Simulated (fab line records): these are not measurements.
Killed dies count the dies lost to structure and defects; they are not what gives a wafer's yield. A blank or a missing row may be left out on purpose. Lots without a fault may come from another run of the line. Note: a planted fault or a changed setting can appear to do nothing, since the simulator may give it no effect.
Which tool did it? ; flow n5-finfet ; 33 wafers from 11 lots sampled at 5 of the route's 1938 steps

## WHAT THE GAUGES READ, wafer by wafer
N5_SD_EPI_N_OVL_MEAS_10. Usual: SD_N_BLK_OVL typically reads -0.5 nm, with standard deviation 0.71.
lot;measured;on;SD_N_BLK_OVL (nm);flag
L882;day 3 07:46;overlay-02;-0.8 -2.1 -1.8;
L886;day 4 06:30;overlay-02;0.8 -0.2 -0.8;
L887;day 4 11:14;overlay-02;-0.3 -1.3 -0.9;
L888;day 4 23:15;overlay-02;-0.5 -0.7 -0.3;
L889;day 5 05:14;overlay-01;-0.1 -1.3 -0.3;
L894;day 6 10:55;overlay-02;-1.1 -1.6 -0.4;
L897;day 6 23:17;overlay-01;-0.2 -0.6 0.4;
L898;day 7 05:07;overlay-02;-1.6 -1.2 -1.4;
L901;day 8 02:52;overlay-02;0.5 -0.5 0.5;
L902;day 8 14:31;overlay-02;-0.2 -1.1 -0.5;
L903;day 8 16:41;overlay-01;-0.3 0.6 -0.5;

N5_SD_EPI_N_INSPECT_11: inspects for defects (macro). Usual: raw-defect-count 2.2, standard deviation 1.4.
lot;measured;on;raw-defect-count;flag
L882;day 3 07:47;defect-inspect-01;1 2 3;
L886;day 4 06:32;defect-inspect-02;2 3 3;
L887;day 4 11:16;defect-inspect-02;3 2 1;
L888;day 4 23:17;defect-inspect-01;0 3 2;
L889;day 5 05:16;defect-inspect-02;4 4 6;
L894;day 6 10:56;defect-inspect-02;1 0 2;
L897;day 6 23:19;defect-inspect-02;25 1 1;OFF
L898;day 7 05:08;defect-inspect-02;1 2 3;
L901;day 8 02:54;defect-inspect-02;25 1 1;OFF
L902;day 8 14:32;defect-inspect-02;1 0 2;
L903;day 8 16:43;defect-inspect-02;2 0 3;

## WHAT TOOL EACH LOT RAN ON (gives the tool, then ch and the chambers of the sampled wafers, and finally the start)
lot;N5_DUMMY_GATE_PECVD_30;N5_DUMMY_GATE_ETCH_37;N5_DUMMY_GATE_STRIP_40
L882;pecvd-01 ch 0,1,2, day 3 04:58;rie-diel-01 ch 0,1,3, day 3 05:34;rie-diel-01 ch 0,3, day 3 05:45
L886;pecvd-04 ch 0,1, day 4 03:37;rie-diel-06 ch 2,3, day 4 04:16;rie-diel-06 ch 0,1,3, day 4 04:37
L887;pecvd-02 ch 0,1,2, day 4 08:43;rie-diel-03 ch 0,2,3, day 4 09:18;rie-diel-03 ch 0,2,3, day 4 09:29
L888;pecvd-02 ch 0,1,2, day 4 17:32;rie-diel-03 ch 1,3, day 4 18:07;rie-diel-06 ch 0,1,2, day 4 18:18
L889;pecvd-01 ch 0,1,2, day 5 01:53;rie-diel-03 ch 2,3, day 5 02:37;rie-diel-01 ch 0,3, day 5 02:47
L894;pecvd-04 ch 0,1,2, day 6 08:02;rie-diel-06 ch 0,2,3, day 6 08:49;rie-diel-06 ch 0,1,3, day 6 08:59
L897;pecvd-02 ch 0,2, day 6 20:24;rie-diel-03 ch 0,3, day 6 21:01;rie-diel-06 ch 0,1, day 6 21:16
L898;pecvd-04 ch 0,1,2, day 7 02:34;rie-diel-01 ch 0,3, day 7 03:10;rie-diel-06 ch 1,2, day 7 03:23
L901;pecvd-02 ch 0,1,2, day 8 00:13;rie-diel-06 ch 0,1,2, day 8 00:49;rie-diel-06 ch 0,2,3, day 8 01:01
L902;pecvd-01 ch 0,1,2, day 8 10:32;rie-diel-06 ch 1,2,3, day 8 11:15;rie-diel-03 ch 0,1,2, day 8 11:26
L903;pecvd-01 ch 1,2, day 8 13:52;rie-diel-01 ch 0,2,3, day 8 14:38;rie-diel-06 ch 1,2, day 8 14:49
- N5_DUMMY_GATE_PECVD_30: deposits SiO2 from TEOS/O2, target thk 55 nm, time 10.8 s.
- N5_DUMMY_GATE_ETCH_37: etches SOC in N2/H2, target depth 60 nm, overetch 30 nm.
- N5_DUMMY_GATE_STRIP_40: strips in CF4.

## WHAT THE TOOLS THEMSELVES READ (means of the sampled wafers that have a number; where no wafer has one, the mark that the record gives instead)
N5_DUMMY_GATE_PECVD_30. Usual: susceptor-temp-C 400.03 C, standard deviation 0.24.
lot;tool;susceptor-temp-C (C);flag
L882;pecvd-01;399.94;
L886;pecvd-04;400.01;
L887;pecvd-02;399.77;
L888;pecvd-02;400.01;
L889;pecvd-01;400.13;
L894;pecvd-04;400.39;
L897;pecvd-02;400.12;
L898;pecvd-04;400.02;
L901;pecvd-02;400.01;
L902;pecvd-01;399.92;
L903;pecvd-01;400.11;

N5_DUMMY_GATE_ETCH_37. Usual: drypump-motor-current-A 5.9 A, standard deviation 0.44; oes-product-au 0.60 a.u., standard deviation 0.037; rf-vpp-V 523.9 V, standard deviation 2.8; showerhead-plenum-p-Torr 2.55 Torr, standard deviation 0.099; throttle-valve-pct 17.95 %, standard deviation 0.27.
lot;tool;drypump-motor-current-A (A);oes-product-au (a.u.);rf-vpp-V (V);showerhead-plenum-p-Torr (Torr);throttle-valve-pct (%);flag
L882;rie-diel-01;5.5;0.59;525.4;2.58;18.17;
L886;rie-diel-06;5.8;0.61;520.0;2.40;17.77;
L887;rie-diel-03;5.9;0.61;525.9;2.59;17.84;
L888;rie-diel-03;6.1;0.61;522.2;2.46;17.71;
L889;rie-diel-03;6.0;0.62;523.6;2.53;17.67;
L894;rie-diel-06;6.0;0.59;520.5;2.43;17.77;
L897;rie-diel-03;5.8;0.62;523.0;2.54;17.76;
L898;rie-diel-01;5.4;0.60;523.7;2.57;18.33;
L901;rie-diel-06;6.2;0.61;523.1;2.54;17.86;
L902;rie-diel-06;6.0;0.61;523.1;2.51;17.87;
L903;rie-diel-01;5.4;0.58;524.4;2.58;18.19;

N5_DUMMY_GATE_STRIP_40. Usual: drypump-motor-current-A 5.9 A, standard deviation 0.46; oes-product-au 0.76 a.u., standard deviation 0.062; rf-vpp-V 271.2 V, standard deviation 1.8; showerhead-plenum-p-Torr 1.79 Torr, standard deviation 0.075; throttle-valve-pct 13.7 %, standard deviation 0.32.
lot;tool;drypump-motor-current-A (A);oes-product-au (a.u.);rf-vpp-V (V);showerhead-plenum-p-Torr (Torr);throttle-valve-pct (%);flag
L882;rie-diel-01;5.4;0.77;271.4;1.83;13.9;
L886;rie-diel-06;6.3;0.83;272.0;1.76;13.3;
L887;rie-diel-03;5.9;0.76;271.9;1.83;13.6;
L888;rie-diel-06;6.2;0.80;271.0;1.79;13.5;
L889;rie-diel-01;5.4;0.76;272.1;1.82;13.9;
L894;rie-diel-06;6.3;0.81;270.8;1.75;13.3;
L897;rie-diel-06;6.5;0.79;269.6;1.77;13.3;
L898;rie-diel-06;6.2;0.82;272.6;1.84;13.6;
L901;rie-diel-06;6.0;0.73;270.0;1.71;13.6;
L902;rie-diel-03;6.2;0.71;271.4;1.82;13.9;
L903;rie-diel-06;6.2;0.81;273.0;1.84;13.6;

## THE ANSWER, worked out from the rows above alone
Rule: a lot counts as off when the mean over its wafers that have a number is more than 3 standard deviations away from the usual mean. A lot without any number at a reading at which 4 lots or more have one is off too. Any other lot the step has rows for is counted as sound. The gauges are gone through in route order, then the tools' own readings, and for those a lot's mean is taken as printed above. The first step at which some lot is off is used, and at that step the reading that is off furthest; a lot without a number counts as furthest.
Off, at N5_SD_EPI_N_INSPECT_11 on raw-defect-count: L897, L901.
A tool fits if, at a process step before that reading, it ran every lot that is off, and no sound lot after the first of them. Those tools and the gauges at N5_SD_EPI_N_INSPECT_11 are tried in the same way. One fits: N5_DUMMY_GATE_PECVD_30 on pecvd-02. Its last sound lot is L888 (day 4 17:32), its first lot that is off L897 (day 6 20:24): a fault that began between those two fits.

## WHAT THE SIMULATOR HAD INSERTED
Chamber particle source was pecvd-02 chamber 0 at N5_DUMMY_GATE_PECVD_30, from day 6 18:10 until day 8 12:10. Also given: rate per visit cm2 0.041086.
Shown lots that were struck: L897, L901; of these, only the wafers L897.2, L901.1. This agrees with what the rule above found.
